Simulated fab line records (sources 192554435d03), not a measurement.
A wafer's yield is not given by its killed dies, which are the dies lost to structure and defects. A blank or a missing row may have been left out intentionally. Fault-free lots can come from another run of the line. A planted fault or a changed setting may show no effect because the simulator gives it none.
Which tool did it? -- flow n5_finfet -- Sampling: 24 lots, 72 wafers, 5 of 1938 route steps

== WHAT THE GAUGES SHOWED, per wafer ==
N5_SDB_INSPECT_36: inspects for defects (darkfield). Usual: raw_defect_count 32, standard deviation 14.
lot,measured,on,raw_defect_count,flag
L074,day 3 23:23,defect_inspect-02,18 31 48,
L075,day 4 09:53,defect_inspect-02,36 29 21,
L076,day 4 09:57,defect_inspect-01,57 47 37,
L077,day 4 17:47,defect_inspect-01,10 18 36,
L078,day 4 23:34,defect_inspect-01,51 41 68,
L079,day 5 07:01,defect_inspect-01,11 20 9,
L080,day 5 10:58,defect_inspect-01,19 64 25,
L081,day 5 17:40,defect_inspect-02,25 20 18,
L082,day 6 00:16,defect_inspect-01,24 32 31,
L083,day 6 05:10,defect_inspect-01,25 28 52,
L084,day 6 11:59,defect_inspect-01,40 23 20,
L085,day 6 18:59,defect_inspect-02,35 21 27,
L086,day 6 22:57,defect_inspect-02,48 27 8,
L087,day 7 06:08,defect_inspect-02,19 54 40,
L088,day 7 11:31,defect_inspect-02,66 12 29,
L089,day 7 17:32,defect_inspect-01,62 59 15,
L090,day 7 22:31,defect_inspect-01,34 17 20,
L091,day 8 03:26,defect_inspect-01,43 42 38,
L092,day 8 11:39,defect_inspect-02,15 25 20,
L093,day 8 14:31,defect_inspect-01,42 40 40,
L094,day 9 02:24,defect_inspect-02,31 30 35,
L095,day 9 04:08,defect_inspect-01,21 37 17,
L096,day 9 10:58,defect_inspect-02,36 28 48,
L097,day 9 15:13,defect_inspect-02,18 23 29,

== WHAT TOOL EACH LOT RAN ON (gives the tool, then ch and the chambers of the sampled wafers, and finally the start) ==
lot,N5_DUMMY_GATE_TRIM_49,N5_SPACER0_ALD_07,N5_ILD0_LINER_00,N5_SDB_STRIP_22
L074,"rie_si-02 ch 0,1, day 2 21:56","ald_sin-03 ch 0,1,2, day 2 23:17","ald_sin-02 ch 0,1,3, day 3 12:35","plasma_asher-01 ch 0,1, day 3 19:34"
L075,"rie_si-02 ch 0,1, day 3 08:43","ald_sin-03 ch 0,2, day 3 10:29","ald_sin-04 ch 0,1,3, day 3 22:13","plasma_asher-02 ch 0,1, day 4 05:42"
L076,"rie_si-01 ch 0,1,2, day 3 10:35","ald_sin-04 ch 0,2,3, day 3 11:49","ald_sin-04 ch 0,2, day 3 22:37","plasma_asher-02 ch 0,1, day 4 06:08"
L077,"rie_si-01 ch 0,3, day 3 17:59","ald_sin-03 ch 0,3, day 3 19:20","ald_sin-02 ch 0,3, day 4 06:44","plasma_asher-01 ch 0,1, day 4 14:10"
L078,"rie_si-02 ch 0,1,2, day 4 00:47","ald_sin-01 ch 1,2,3, day 4 01:49","ald_sin-02 ch 0,1,2, day 4 12:47","plasma_asher-01 ch 0,1, day 4 20:00"
L079,"rie_si-01 ch 1,3, day 4 06:11","ald_sin-04 ch 0,1,2, day 4 08:08","ald_sin-04 ch 0,2, day 4 19:54","plasma_asher-01 ch 0,1, day 5 03:02"
L080,"rie_si-02 ch 0,2,3, day 4 10:58","ald_sin-04 ch 1,2,3, day 4 12:15","ald_sin-02 ch 0,2,3, day 4 23:13","plasma_asher-01 ch 0,1, day 5 06:58"
L081,"rie_si-02 ch 1,2,3, day 4 19:29","ald_sin-04 ch 1,2, day 4 20:27","ald_sin-03 ch 2,3, day 5 06:38","plasma_asher-02 ch 0,1, day 5 13:54"
L082,"rie_si-02 ch 1,2, day 4 22:46","ald_sin-01 ch 1,3, day 4 23:45","ald_sin-03 ch 1,3, day 5 12:20","plasma_asher-01 ch 0,1, day 5 20:14"
L083,"rie_si-02 ch 0,2,3, day 5 04:53","ald_sin-03 ch 0,1,2, day 5 06:07","ald_sin-04 ch 0,1,3, day 5 17:24","plasma_asher-01 ch 0,1, day 6 01:31"
L084,"rie_si-01 ch 0,1,2, day 5 14:16","ald_sin-01 ch 0,1,2, day 5 15:13","ald_sin-04 ch 0,1,2, day 6 01:20","plasma_asher-01 ch 0,1, day 6 08:20"
L085,"rie_si-06 ch 0,1,2, day 5 19:01","ald_sin-01 ch 0,1,2, day 5 20:14","ald_sin-03 ch 0,2,3, day 6 06:34","plasma_asher-01 ch 0,1, day 6 15:27"
L086,"rie_si-06 ch 0,1,3, day 6 00:46","ald_sin-04 ch 0,1,3, day 6 01:58","ald_sin-03 ch 1,2,3, day 6 11:57","plasma_asher-01 ch 0,1, day 6 19:05"
L087,"rie_si-01 ch 0,1,3, day 6 06:58","ald_sin-03 ch 0,1,2, day 6 08:02","ald_sin-02 ch 1,2, day 6 18:02","plasma_asher-01 ch 0,1, day 7 02:19"
L088,"rie_si-06 ch 0,1,2, day 6 11:14","ald_sin-03 ch 0,1, day 6 12:21","ald_sin-04 ch 1,2, day 7 00:31","plasma_asher-01 ch 0,1, day 7 07:46"
L089,"rie_si-02 ch 2,3, day 6 17:02","ald_sin-04 ch 2,3, day 6 18:04","ald_sin-03 ch 0,2,3, day 7 05:16","plasma_asher-01 ch 0,1, day 7 13:16"
L090,"rie_si-01 ch 0,1,3, day 6 22:40","ald_sin-04 ch 1,2,3, day 6 23:44","ald_sin-04 ch 0,1,2, day 7 11:47","plasma_asher-02 ch 0,1, day 7 18:58"
L091,"rie_si-02 ch 0,1,2, day 7 03:46","ald_sin-01 ch 1,3, day 7 04:56","ald_sin-03 ch 0,1,3, day 7 16:35","plasma_asher-02 ch 0,1, day 7 23:43"
L092,"rie_si-02 ch 1,2,3, day 7 13:38","ald_sin-04 ch 1,2,3, day 7 15:01","ald_sin-02 ch 0,1,2, day 8 01:05","plasma_asher-01 ch 0,1, day 8 08:04"
L093,"rie_si-06 ch 0,3, day 7 16:16","ald_sin-03 ch 0,1,2, day 7 17:29","ald_sin-03 ch 0,1, day 8 03:37","plasma_asher-01 ch 0,1, day 8 10:50"
L094,"rie_si-06 ch 1,3, day 8 01:23","ald_sin-03 ch 0,1,2, day 8 02:25","ald_sin-04 ch 0,2,3, day 8 14:07","plasma_asher-01 ch 0,1, day 8 21:17"
L095,"rie_si-01 ch 1,2, day 8 05:15","ald_sin-03 ch 0,2, day 8 06:23","ald_sin-03 ch 1,2, day 8 17:34","plasma_asher-01 ch 0,1, day 9 00:33"
L096,"rie_si-01 ch 0,2,3, day 8 12:04","ald_sin-01 ch 2,3, day 8 14:11","ald_sin-03 ch 0,2, day 9 00:12","plasma_asher-01 ch 0,1, day 9 07:26"
L097,"rie_si-06 ch 0,1,3, day 8 16:06","ald_sin-04 ch 1,2,3, day 8 17:04","ald_sin-03 ch 1,3, day 9 04:30","plasma_asher-01 ch 0,1, day 9 11:40"
- N5_DUMMY_GATE_TRIM_49: chemistry O2, time 29 s, target cd 14 nm.
- N5_SPACER0_ALD_07: deposits SiNx, target thk 2 nm.
- N5_ILD0_LINER_00: material SiNx, target thk 4 nm, pulse time 1 s, purge time 2 s.
- N5_SDB_STRIP_22: strips in N2/H2.

== AS READ BY THE TOOLS THEMSELVES (means over the sampled wafers that have a number; for cases with no such wafer, the mark the record gives instead) ==
N5_DUMMY_GATE_TRIM_49. Usual: O2_flow_sccm 99.97 sccm, standard deviation 0.29; drypump_motor_current_A 5.78 A, standard deviation 0.27; oes_product_au 0.995 a.u., standard deviation 0.015; throttle_valve_pct 8.19 %, standard deviation 0.16.
lot,tool,O2_flow_sccm (sccm),drypump_motor_current_A (A),oes_product_au (a.u.),throttle_valve_pct (%),flag
L074,rie_si-02,99.86,5.40,0.986,8.30,
L075,rie_si-02,99.99,5.60,0.994,8.33,
L076,rie_si-01,100.22,5.68,1.004,8.18,
L077,rie_si-01,99.85,5.82,0.996,8.36,
L078,rie_si-02,99.99,5.62,0.984,8.25,
L079,rie_si-01,100.20,5.96,0.999,8.05,
L080,rie_si-02,99.82,5.65,0.979,8.12,
L081,rie_si-02,99.94,5.81,0.993,8.14,
L082,rie_si-02,99.65,5.84,0.996,8.18,
L083,rie_si-02,99.75,5.65,0.975,8.12,
L084,rie_si-01,100.16,5.69,1.009,8.19,
L085,rie_si-06,100.04,5.93,0.999,8.27,
L086,rie_si-06,100.06,5.98,1.006,8.21,
L087,rie_si-01,100.04,5.90,0.996,8.20,
L088,rie_si-06,100.01,5.92,1.010,8.27,
L089,rie_si-02,100.07,5.84,0.979,8.02,
L090,rie_si-01,99.78,5.91,1.000,8.19,
L091,rie_si-02,99.79,5.61,0.993,8.24,
L092,rie_si-02,99.95,5.83,0.994,8.15,
L093,rie_si-06,100.17,6.03,1.020,8.23,
L094,rie_si-06,99.94,6.05,0.992,8.06,
L095,rie_si-01,100.24,5.75,0.999,8.03,
L096,rie_si-01,100.15,5.66,1.000,8.26,
L097,rie_si-06,100.17,5.99,1.010,8.20,

N5_SPACER0_ALD_07. Usual: heater_power_w 809 W, standard deviation 97; susceptor_temp_C 399.97 C, standard deviation 0.22.
lot,tool,heater_power_w (W),susceptor_temp_C (C),flag
L074,ald_sin-03,854,399.90,
L075,ald_sin-03,757,400.07,
L076,ald_sin-04,730,399.93,
L077,ald_sin-03,806,400.14,
L078,ald_sin-01,841,400.01,
L079,ald_sin-04,729,399.88,
L080,ald_sin-04,757,399.98,
L081,ald_sin-04,770,399.94,
L082,ald_sin-01,840,399.93,
L083,ald_sin-03,821,399.61,
L084,ald_sin-01,813,400.08,
L085,ald_sin-01,797,400.05,
L086,ald_sin-04,790,400.08,
L087,ald_sin-03,819,399.93,
L088,ald_sin-03,837,400.26,
L089,ald_sin-04,711,399.92,
L090,ald_sin-04,773,399.97,
L091,ald_sin-01,818,399.83,
L092,ald_sin-04,777,399.88,
L093,ald_sin-03,821,400.04,
L094,ald_sin-03,834,399.84,
L095,ald_sin-03,744,399.88,
L096,ald_sin-01,886,399.74,
L097,ald_sin-04,775,399.88,

N5_ILD0_LINER_00. Usual: heater_power_w 811 W, standard deviation 99; precursor_pulse_height_rel 1.001, standard deviation 0.019; susceptor_temp_C 400.02 C, standard deviation 0.24.
lot,tool,heater_power_w (W),precursor_pulse_height_rel,susceptor_temp_C (C),flag
L074,ald_sin-02,833,0.999,399.89,
L075,ald_sin-04,793,1.022,399.78,
L076,ald_sin-04,673,0.997,400.18,
L077,ald_sin-02,831,0.982,400.32,
L078,ald_sin-02,860,0.984,400.03,
L079,ald_sin-04,681,1.008,400.07,
L080,ald_sin-02,845,1.004,399.94,
L081,ald_sin-03,828,1.022,399.78,
L082,ald_sin-03,963,0.998,399.97,
L083,ald_sin-04,791,1.008,399.86,
L084,ald_sin-04,730,1.006,400.01,
L085,ald_sin-03,788,1.024,400.08,
L086,ald_sin-03,871,0.988,400.18,
L087,ald_sin-02,822,0.995,400.11,
L088,ald_sin-04,772,1.002,399.69,
L089,ald_sin-03,779,1.005,399.86,
L090,ald_sin-04,743,0.980,399.98,
L091,ald_sin-03,887,1.011,400.26,
L092,ald_sin-02,866,1.013,400.18,
L093,ald_sin-03,846,0.992,400.11,
L094,ald_sin-04,738,0.991,400.16,
L095,ald_sin-03,906,1.001,399.89,
L096,ald_sin-03,725,0.980,399.90,
L097,ald_sin-03,975,0.993,400.02,

N5_SDB_STRIP_22. Usual: drypump_motor_current_A 5.39 A, standard deviation 0.19; heater_power_w 348 W, standard deviation 31; oes_product_au 0.715 a.u., standard deviation 0.0045; strip_time_to_endpoint_s 96.1 s, standard deviation 0.45.
lot,tool,drypump_motor_current_A (A),heater_power_w (W),oes_product_au (a.u.),strip_time_to_endpoint_s (s),flag
L074,plasma_asher-01,5.45,359,0.715,95.5,
L075,plasma_asher-02,5.45,349,0.712,95.6,
L076,plasma_asher-02,5.46,348,0.712,96.3,
L077,plasma_asher-01,5.30,342,0.716,95.2,
L078,plasma_asher-01,5.44,355,0.716,95.9,
L079,plasma_asher-01,5.44,361,0.712,96.3,
L080,plasma_asher-01,5.44,360,0.717,95.7,
L081,plasma_asher-02,5.37,322,0.716,95.4,
L082,plasma_asher-01,5.44,360,0.717,96.2,
L083,plasma_asher-01,5.44,361,0.714,96.2,
L084,plasma_asher-01,5.45,360,0.718,96.2,
L085,plasma_asher-01,5.46,361,0.710,96.3,
L086,plasma_asher-01,5.31,342,0.713,95.6,
L087,plasma_asher-01,5.45,359,0.715,96.7,
L088,plasma_asher-01,5.45,363,0.712,96.4,
L089,plasma_asher-01,5.31,338,0.714,96.8,
L090,plasma_asher-02,5.45,345,0.715,96.2,
L091,plasma_asher-02,5.39,322,0.717,96.0,
L092,plasma_asher-01,5.31,345,0.716,96.0,
L093,plasma_asher-01,5.46,364,0.716,96.7,
L094,plasma_asher-01,5.45,360,0.714,96.7,
L095,plasma_asher-01,5.32,344,0.716,96.8,
L096,plasma_asher-01,5.44,360,0.711,96.0,
L097,plasma_asher-01,5.32,343,0.710,96.2,

== THE ANSWER, worked out from the rows above alone ==
Rule: take the mean of a lot's wafers that have a number; if it is more than 3 standard deviations from the usual mean, the lot is off. A lot without any number at a reading at which 4 lots or more have one is off too. Where the step has rows for the other lots, those lots are counted as sound. First the gauges in route order, then the tools' own readings, where a lot's mean is used as printed above. The first step at which some lot is off is used, and at that step the reading that is off furthest; a lot without a number counts as furthest.
Across all readings shown, no lot is off: no conclusion can be drawn from this.

== WHAT THE SIMULATOR HAD INSERTED ==
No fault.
